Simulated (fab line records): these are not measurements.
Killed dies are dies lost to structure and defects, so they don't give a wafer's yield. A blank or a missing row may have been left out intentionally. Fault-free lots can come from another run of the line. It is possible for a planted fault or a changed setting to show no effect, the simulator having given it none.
Which tool was responsible? ; flow n5-finfet ; Sampling: 11 lots, 29 wafers, 3 of 1938 route steps

WHAT THE GAUGES SHOWED, per wafer
N5_BEOL_M11_OCD_MEAS_38. Usual: trench-depth-nm reads 148 nm (standard deviation 3.2).
lot;measured;on;trench-depth-nm (nm);flag
L151;day 10 19:05;ocd-02;152 152 152;
L153;day 10 19:21;ocd-01;146 147 144;
L152;day 11 13:41;ocd-02;147 151;
L156;day 11 20:25;ocd-01;144 151;
L159;day 12 17:07;ocd-02;148 150 154;
L160;day 12 17:13;ocd-02;151 148 149;
L158;day 12 22:17;ocd-01;150 147;
L168;day 15 02:50;ocd-01;146 146;
L172;day 16 04:04;ocd-01;153 145 149;
L173;day 16 20:13;ocd-02;146 145 144;
L174;day 17 05:07;ocd-02;155 150 150;

WHICH TOOL RAN EACH LOT (tool, then ch and the chambers of the sampled wafers, then the start)
lot;N5_BEOL_M11_STRIP_36;N5_BEOL_M11_STRIP_77
L151;rie-diel-06 ch 0,1, day 10 18:52;rie-diel-06 ch 0,1, day 10 19:05 or earlier
L153;rie-diel-05 ch 0,2,3, day 10 19:07;rie-diel-05 ch 0,2,3, day 10 19:21 or earlier
L152;rie-diel-01 ch 0,3, day 11 13:27;rie-diel-01 ch 0,3, day 11 13:41 or earlier
L156;rie-diel-01 ch 2,3, day 11 20:11;rie-diel-01 ch 2,3, day 11 20:25 or earlier
L159;rie-diel-06 ch 1,2,3, day 12 16:54;rie-diel-06 ch 1,2,3, day 12 17:07 or earlier
L160;rie-diel-01 ch 0,1, day 12 16:59;rie-diel-01 ch 0,1, day 12 17:13 or earlier
L158;rie-diel-05 ch 0,1, day 12 22:04;rie-diel-05 ch 0,1, day 12 22:17 or earlier
L168;rie-diel-05 ch 0,3, day 15 02:37;rie-diel-05 ch 0,3, day 15 02:50 or earlier
L172;rie-diel-01 ch 1,2,3, day 16 03:50;rie-diel-01 ch 1,2,3, day 16 04:04 or earlier
L173;rie-diel-05 ch 1,2,3, day 16 19:59;rie-diel-05 ch 1,2,3, day 16 20:13 or earlier
L174;rie-diel-06 ch 0,1,2, day 17 04:53;rie-diel-06 ch 0,1,2, day 17 05:07 or earlier
- N5_BEOL_M11_STRIP_36: strips in N2/H2.
- N5_BEOL_M11_STRIP_77: strips in N2/H2, time 10 s.

AS READ BY THE TOOLS THEMSELVES (means over the sampled wafers that have a number; for cases with no such wafer, the mark the record gives instead)
N5_BEOL_M11_STRIP_36. Usual: for drypump-motor-current-A, 5.8 A with a standard deviation of 0.43; for n2-flow-sccm, 200.0 sccm with a standard deviation of 0.61; for oes-product-au, 0.81 a.u. with a standard deviation of 0.099; for rf-vpp-V, 59.4 V with a standard deviation of 2; for showerhead-plenum-p-Torr, 2.55 Torr with a standard deviation of 0.096; for temp-c, 39.99 C with a standard deviation of 0.1; for throttle-valve-pct, 23.7 % with a standard deviation of 0.32.
lot;tool;drypump-motor-current-A (A);n2-flow-sccm (sccm);oes-product-au (a.u.);rf-vpp-V (V);showerhead-plenum-p-Torr (Torr);temp-c (C);throttle-valve-pct (%);flag
L151;rie-diel-06;5.7;200.2;0.91;59.8;2.68;40.08;23.8;
L153;rie-diel-05;5.6;199.8;0.78;58.5;2.56;39.94;24.0;
L152;rie-diel-01;6.3;200.3;0.81;59.1;2.50;40.01;23.5;
L156;rie-diel-01;6.0;199.9;0.82;60.1;2.46;39.98;23.4;
L159;rie-diel-06;5.9;199.8;0.84;60.3;2.61;39.94;24.0;
L160;rie-diel-01;5.5;200.9;0.69;60.6;2.58;40.07;23.7;
L158;rie-diel-05;5.8;200.2;0.80;60.2;2.52;39.82;23.5;
L168;rie-diel-05;5.7;199.7;0.71;58.7;2.52;40.00;24.0;
L172;rie-diel-01;5.6;199.7;0.83;58.9;2.50;39.90;23.5;
L173;rie-diel-05;5.9;200.1;0.80;57.6;2.60;39.93;23.8;
L174;rie-diel-06;5.8;199.8;0.82;61.4;2.67;39.92;24.0;

N5_BEOL_M11_STRIP_77. Usual: for drypump-motor-current-A, 5.8 A with a standard deviation of 0.43; for n2-flow-sccm, 199.9 sccm with a standard deviation of 0.62; for oes-product-au, 0.81 a.u. with a standard deviation of 0.099; for rf-vpp-V, 59.2 V with a standard deviation of 0.91; for showerhead-plenum-p-Torr, 2.55 Torr with a standard deviation of 0.096; for temp-c, 39.98 C with a standard deviation of 0.11; for throttle-valve-pct, 23.7 % with a standard deviation of 0.32.
lot;tool;drypump-motor-current-A (A);n2-flow-sccm (sccm);oes-product-au (a.u.);rf-vpp-V (V);showerhead-plenum-p-Torr (Torr);temp-c (C);throttle-valve-pct (%);flag
L151;rie-diel-06;5.7;199.7;0.91;59.6;2.68;39.97;23.8;
L153;rie-diel-05;5.6;200.2;0.78;59.2;2.56;40.05;24.0;
L152;rie-diel-01;6.3;200.4;0.81;59.0;2.50;40.09;23.6;
L156;rie-diel-01;6.0;199.6;0.81;59.7;2.46;40.05;23.4;
L159;rie-diel-06;6.0;199.6;0.84;59.2;2.61;39.95;23.9;
L160;rie-diel-01;5.5;200.2;0.69;60.0;2.58;39.90;23.7;
L158;rie-diel-05;5.8;200.0;0.81;57.9;2.52;39.97;23.5;
L168;rie-diel-05;5.7;200.5;0.71;59.0;2.52;39.87;24.0;
L172;rie-diel-01;5.6;200.0;0.83;58.9;2.50;40.05;23.5;
L173;rie-diel-05;5.9;200.0;0.79;58.7;2.60;40.01;23.8;
L174;rie-diel-06;5.8;200.2;0.82;60.3;2.67;39.89;24.0;

THE ANSWER, worked out from the rows above alone
Rule: a lot is off if the mean of its wafers that have a number lies more than 3 standard deviations from the usual mean. A lot without any number at a reading at which 4 lots or more have one is off too. Any other lot the step has rows for is counted as sound. Order of review: gauges by route order, followed by the tools' own readings, for which a lot's mean as printed above is used. The first step at which some lot is off is used, and at that step the reading that is off furthest; a lot without a number counts as furthest.
Nothing can be told from this: no lot is off at any reading shown.

WHAT THE SIMULATOR PUT IN
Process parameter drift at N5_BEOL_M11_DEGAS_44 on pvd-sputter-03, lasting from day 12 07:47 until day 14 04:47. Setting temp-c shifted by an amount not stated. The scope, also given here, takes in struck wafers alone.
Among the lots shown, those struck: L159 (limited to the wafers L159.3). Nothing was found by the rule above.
